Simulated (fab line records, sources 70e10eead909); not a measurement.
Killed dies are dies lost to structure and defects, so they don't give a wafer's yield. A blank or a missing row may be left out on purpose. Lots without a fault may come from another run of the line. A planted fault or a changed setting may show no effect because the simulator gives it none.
Chamber matching | flow nand_harc | NHARC_A_STAIRCASE_ETCH_253 on rie_diel-11: 4 sister chambers
The step etches the open film in C4F8/O2, target depth 50 nm, time 20.2 s. 8 wafers are shown with their chamber, then 9 later ones without.

WAFERS WITH THEIR CHAMBER
wafer  | chamber | rf_vpp_V (V) | oes_product_au (a.u.)
L078.1 | 3       | 893          | 0.963
L079.5 | 1       | 889          | 0.930
L080.3 | 0       | 897          | 0.935
L080.4 | 1       | 890          | 0.905
L080.5 | 2       | 898          | 0.916
L084.1 | 2       | 897          | 0.934
L084.2 | 3       | 894          | 0.946
L084.3 | 0       | 897          | 0.959

WAFERS WITHOUT THEIR CHAMBER
wafer  | rf_vpp_V (V) | oes_product_au (a.u.)
L091.1 | 897          | 0.963
L091.2 | 888          | 0.938
L091.6 | 893          | 0.980
L093.3 | 897          | 0.938
L093.5 | 895          | 0.959
L093.6 | 896          | 0.937
L094.2 | 895          | 0.924
L094.3 | 896          | 0.917
L094.4 | 897          | 0.935

WHICH CHAMBER EACH WENT THROUGH
wafer  | from the rows above          | in truth
L091.1 | can't be placed: 0 or 2      | 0
L091.2 | 1                            | 1
L091.6 | 3                            | 3
L093.3 | can't be placed: 0 or 2      | 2
L093.5 | can't be placed: 3 or 0      | 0
L093.6 | can't be placed: 0 or 2      | 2
L094.2 | can't be placed: 3 or 0 or 2 | 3
L094.3 | can't be placed: 2 or 0      | 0
L094.4 | can't be placed: 0 or 2      | 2
Placed correctly: 2 of 9. Can't be placed from these rows: 7 (the true chamber is among the candidates in 7). Placed wrongly: 0.
How it was worked out, from the rows above alone: a wafer's distance from a chamber is the root of the sum, over the readings, of the square of ((its reading less the chamber's mean) divided by the reading's scatter). The wafer belongs to the nearest chamber; if the next one is less than 2 further off, it can't be placed. A chamber's mean is the mean of its shown wafers. The scatter: the root of (the sum of the squares of (reading less its chamber's mean) over the shown wafers, divided by (wafers less chambers)).
